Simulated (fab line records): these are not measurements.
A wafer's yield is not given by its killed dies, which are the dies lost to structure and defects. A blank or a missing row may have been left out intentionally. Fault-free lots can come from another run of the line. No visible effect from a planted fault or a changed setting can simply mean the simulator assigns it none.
Chamber matching | flow nandHarc | 4 sister chambers for NHARC_P_M1_DESCUM_14 on rieDiel-13
The step chemistry O2, time 3 s. 8 wafers are shown with their chamber, then 12 later ones without.

## EACH WAFER AND ITS CHAMBER
wafer  | chamber | drypumpMotorCurrentA (A) | oesProductAu (a.u.)
L076.1 | 1       | 5.2                      | 0.964
L083.3 | 1       | 5.2                      | 0.976
L083.5 | 0       | 5.8                      | 0.992
L084.1 | 2       | 5.3                      | 1.002
L084.4 | 0       | 5.9                      | 0.983
L087.2 | 3       | 5.1                      | 0.998
L087.5 | 3       | 5.1                      | 0.991
L087.6 | 2       | 5.3                      | 0.998

## WAFERS WHOSE CHAMBER IS MISSING
wafer  | drypumpMotorCurrentA (A) | oesProductAu (a.u.)
L089.1 | 5.2                      | 0.970
L089.4 | 5.3                      | 1.001
L089.5 | 5.1                      | 1.012
L090.1 | 5.1                      | 1.007
L090.2 | 5.2                      | 0.969
L090.5 | 5.8                      | 0.976
L094.2 | 5.2                      | 0.979
L094.3 | 5.1                      | 1.004
L094.4 | 5.9                      | 0.980
L096.3 | 5.1                      | 1.003
L096.4 | 5.8                      | 0.989
L096.5 | 5.1                      | 1.006

## WHICH CHAMBER EACH WENT THROUGH
wafer  | from the rows above | in truth
L089.1 | 1                   | 1
L089.4 | 2                   | 2
L089.5 | 3                   | 3
L090.1 | 3                   | 3
L090.2 | 1                   | 1
L090.5 | 0                   | 0
L094.2 | 1                   | 1
L094.3 | 3                   | 3
L094.4 | 0                   | 0
L096.3 | 3                   | 3
L096.4 | 0                   | 0
L096.5 | 3                   | 3
Placed correctly: 12 of 12. From these rows, 0 cannot be placed. Wrongly placed: 0.
How it was worked out, from the rows above alone: a wafer's distance from a chamber is the root of the sum, over the readings, of the square of ((its reading less the chamber's mean) divided by the reading's scatter). The wafer belongs to the nearest chamber; if the next one is less than 2 further off, it can't be placed. A chamber's mean is the mean of its shown wafers. The scatter is the square root of a quotient: the sum, over the shown wafers, of each reading's squared deviation from its chamber's mean, divided by wafers minus chambers.
